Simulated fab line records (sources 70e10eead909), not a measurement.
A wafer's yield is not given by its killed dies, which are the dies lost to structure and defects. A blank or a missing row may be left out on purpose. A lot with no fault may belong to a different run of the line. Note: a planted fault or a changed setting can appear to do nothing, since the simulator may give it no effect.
Matching of chambers -- flow nand_harc -- NHARC_P_CONTACT_DESCUM_17 on rie_diel-07 has 4 sister chambers
The step chemistry O2, time 3 s. 22 wafers are shown with their chamber, then 11 later ones without.

WAFERS, EACH WITH ITS CHAMBER
wafer,chamber,drypump_motor_current_A (A),oes_product_au (a.u.),rf_vpp_V (V)
L075.2,0,6.2,1.003,56.7
L075.3,3,5.6,1.005,58.3
L075.4,1,6.2,0.981,56.9
L076.1,1,6.2,0.984,57.0
L076.2,2,5.8,0.995,58.0
L076.6,3,5.6,1.014,55.7
L078.3,1,6.1,0.990,57.4
L078.5,1,6.1,0.992,56.2
L078.6,2,5.8,0.986,58.7
L080.2,0,6.2,1.003,58.1
L080.3,1,6.1,0.994,56.7
L080.4,2,5.8,0.994,57.1
L081.2,2,5.8,0.991,58.1
L081.4,0,6.2,1.007,57.5
L081.5,0,6.2,1.001,57.5
L083.2,2,5.8,0.988,58.0
L083.3,0,6.2,1.005,56.7
L083.4,3,5.5,1.005,58.6
L088.1,3,5.6,1.005,58.9
L088.2,2,5.8,0.992,58.5
L088.4,1,6.2,0.979,58.6
L091.2,1,6.2,0.997,56.9

SIGNATURES (averages over the wafers above)
reading,chamber 0,chamber 1,chamber 2,chamber 3,scatter within a chamber
drypump_motor_current_A,6.200,6.157,5.800,5.575,0.037
oes_product_au,1.00380,0.98814,0.99100,1.00725,0.00486
rf_vpp_V,57.300,57.100,58.067,57.875,0.845
Rule: for each reading, subtract the chamber's mean from the wafer's reading, divide by that reading's scatter and square the result; add these up over the readings and take the root, which gives the wafer's distance from the chamber. If the next closest chamber is less than 2 further off than the closest, the wafer can't be placed; otherwise it belongs to the closest. The scatter is the square root of a quotient: the sum, over the shown wafers, of each reading's squared deviation from its chamber's mean, divided by wafers minus chambers.

WAFERS WHOSE CHAMBER IS MISSING
wafer,drypump_motor_current_A (A),oes_product_au (a.u.),rf_vpp_V (V)
L091.4,5.6,1.004,59.4
L091.5,5.8,1.002,56.7
L093.2,6.1,0.992,57.5
L093.3,5.8,1.013,57.4
L093.4,5.6,1.012,57.9
L094.1,6.2,1.000,56.7
L094.3,5.8,1.003,57.7
L094.5,5.8,1.005,57.7
L095.2,6.1,0.976,56.3
L095.3,6.2,1.000,55.7
L095.5,6.2,0.985,57.6

WHICH CHAMBER EACH ONE RAN IN
wafer,from the rows above,in truth
L091.4,3,3
L091.5,2,2
L093.2,can't be placed: 1 or 0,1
L093.3,can't be placed: 2 or 3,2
L093.4,3,3
L094.1,can't be placed: 0 or 1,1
L094.3,2,2
L094.5,2,2
L095.2,1,1
L095.3,can't be placed: 0 or 1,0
L095.5,1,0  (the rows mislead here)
Correctly placed: 6 of 11. Can't be placed from these rows: 4 (the true chamber is among the candidates in 4). Placed wrongly: 1.
